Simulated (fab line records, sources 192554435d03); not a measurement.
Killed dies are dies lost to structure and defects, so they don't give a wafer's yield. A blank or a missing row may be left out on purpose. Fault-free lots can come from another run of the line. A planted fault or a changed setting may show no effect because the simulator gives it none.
Split-lot experiment	flow n5Finfet	route with 1938 steps; 7 lots, 21 wafers read

== ABOUT THE SPLIT ==
At N5_BEOL_M14_ILD_DEP_00 (deposits SiO2 from TEOS/O2, target thk 1119.3 nm, time 237.4 s), the setting timeS was moved away from the recipe's 237.4 s on 8 of the 21 wafers read, by -14.1% to +8.3%. For the rest of the wafers, this setting stayed at what the recipe calls for.

Between the split and the reading, the file records no step.

== THE READING ==
At N5_BEOL_M14_THK_MEAS_01: M14_ILD_THK, given in nm. Typical for fault-free wafers on this fab line: 1124 nm, with standard deviation 14 nm.

wafer	tool, chamber at the split	timeS as run, s	against the recipe	M14_ILD_THK, nm	against lot-mates on the recipe
L080.1	pecvd-02, 2	237.4	recipe	1126	-
L080.2	pecvd-02, 0	205.1	-13.6%	976	-160
L080.5	pecvd-02, 0	237.4	recipe	1146	-
L087.1	pecvd-02, 1	203.9	-14.1%	962	-155
L087.2	pecvd-02, 2	237.4	recipe	1117	-
L087.4	pecvd-02, 0	203.9	-14.1%	988	-129
L090.1	pecvd-02, 0	237.4	recipe	1117	-
L090.5	pecvd-02, 0	237.4	recipe	1113	-
L090.6	pecvd-02, 2	237.4	recipe	1122	-
L091.1	pecvd-04, 1	237.4	recipe	1126	-
L091.5	pecvd-04, 0	237.4	recipe	1140	-
L091.6	pecvd-04, 2	227.7	-4.1%	1095	-38
L093.1	pecvd-04, 1	237.4	recipe	1105	-
L093.2	pecvd-04, 0	237.4	recipe	1117	-
L093.5	pecvd-04, 1	237.4	recipe	1147	-
L095.1	pecvd-04, 0	257	+8.3%	1203	+81
L095.3	pecvd-04, 2	257	+8.3%	1207	+85
L095.6	pecvd-04, 2	237.4	recipe	1122	-
L096.1	pecvd-03, 2	247.6	+4.3%	1152	+21
L096.3	pecvd-03, 1	237.4	recipe	1131	-
L096.6	pecvd-03, 2	247.6	+4.3%	1176	+45

FIT RESULTS
A straight line over all 21 wafers: M14_ILD_THK changes by +10.4 nm for each +1% of timeS; r = +0.98; the points scatter about the line by 12 nm.
The same after taking each lot's own level away (the mean of its wafers on the recipe; 21 wafers): +10.3 nm for each +1%; r = +0.98; scatter 12 nm.
That fit puts the effect of the largest move of timeS on the reading at 1.5e+02 nm.
The lots' own levels span 1117.0 to 1136.0 nm, that is 1.4 times the standard deviation above.
The two slopes are in agreement: the lot-to-lot level therefore moves the slope only a little.
Check: for one of the wafers moved furthest among these (-14.1%), held out of the fit, the line's prediction against its lot-mates is -144 nm. Against them it came out at -155 nm.

== ADDITIONAL SPLITS CARRIED BY THESE WAFERS ==
Other splits were also applied to these wafers ahead of the reading. Each is held against what the fit with the lots' levels taken away leaves over:
other split on the same wafers	wafers away from the commonest value	r with M14_ILD_THK (lot level and that fit taken away)
N5_BEOL_M13_ETCH_59 biasW	4	-0.32
N5_BEOL_M13_EXPOSE_25 doseMj	4	+0.36
N5_BEOL_M13_DEP_53 timeS	7	+0.30

== THE WHOLE CHAIN: every reading that the file lists as answering this split, in the file's order ==
step	what it does	reading	change (the file's fit)	r (the file's)
N5_BEOL_M14_ILD_DEP_00	deposits SiO2 from TEOS/O2, target thk 1119.3 nm, time 237.4 s	SiO2_of_BEOL_M14_ILD_DEP_00.thkNm (the simulator's own value, which no gauge read)	+10.6 nm for each +1% of the setting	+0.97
N5_BEOL_M14_THK_MEAS_01		M14_ILD_THK	+10.6 for each +1% of the setting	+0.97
N5_BEOL_M14_VIA_ETCH_16	etches SiO2 in C4F8/O2/Ar, target depth 1231.3 nm	etch.depthNm (the simulator's own value, which no gauge read)	+10.6 nm for each +1% of the setting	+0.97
N5_BEOL_M14_VIA_ETCH_16	etches SiO2 in C4F8/O2/Ar, target depth 1231.3 nm	coat_of_BEOL_M14_COAT_04.thkNm (the simulator's own value, which no gauge read)	-2.55 nm for each +1% of the setting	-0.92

== THE FILE'S OWN FIT ==
M14_ILD_THK changes by +10.6 nm for each +1% of timeS, r = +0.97.
